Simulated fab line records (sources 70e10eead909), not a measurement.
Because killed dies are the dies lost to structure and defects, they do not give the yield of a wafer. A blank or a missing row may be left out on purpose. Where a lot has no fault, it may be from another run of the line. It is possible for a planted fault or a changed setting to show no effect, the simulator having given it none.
Matching of chambers | flow nandHarc | 4 sister chambers for NHARC_A_CONTACT_DESCUM_47 on rieDiel-05
The step chemistry O2, time 3 s. 4 wafers are shown with their chamber, then 12 later ones without.

WAFERS WITH THEIR CHAMBER
wafer  | chamber | drypumpMotorCurrentA (A)
L086.3 | 1       | 5.5
L092.1 | 3       | 4.9
L092.4 | 2       | 5.8
L092.5 | 0       | 5.5

WAFERS MISSING THEIR CHAMBER
wafer  | drypumpMotorCurrentA (A)
L093.1 | 5.5
L093.5 | 5.5
L093.6 | 4.9
L095.3 | 4.9
L095.4 | 5.8
L095.5 | 5.5
L096.1 | 5.8
L096.3 | 4.8
L096.5 | 5.8
L097.2 | 5.5
L097.4 | 4.9
L097.6 | 5.5

WHICH CHAMBER EACH ONE RAN IN
wafer  | from the rows above     | in truth
L093.1 | can't be placed: 0 or 1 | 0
L093.5 | can't be placed: 0 or 1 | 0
L093.6 | 3                       | 3
L095.3 | 3                       | 3
L095.4 | 2                       | 2
L095.5 | can't be placed: 0 or 1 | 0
L096.1 | 2                       | 2
L096.3 | 3                       | 3
L096.5 | 2                       | 2
L097.2 | can't be placed: 0 or 1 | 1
L097.4 | 3                       | 3
L097.6 | can't be placed: 0 or 1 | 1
7 of 12 placed correctly. From these rows, 5 cannot be placed; in 5 the true chamber is one of the candidates. 0 placed wrongly.
How it was worked out, from the rows above alone: a wafer's distance from a chamber is the root of the sum, over the readings, of the square of ((its reading less the chamber's mean) divided by the reading's scatter). The wafer belongs to the nearest chamber; if the next one is less than 2 further off, it can't be placed. A chamber's mean is the mean of its shown wafers. The scatter: root of mean squared gap, hidden wafer to nearest shown wafer, with one shown wafer a chamber.
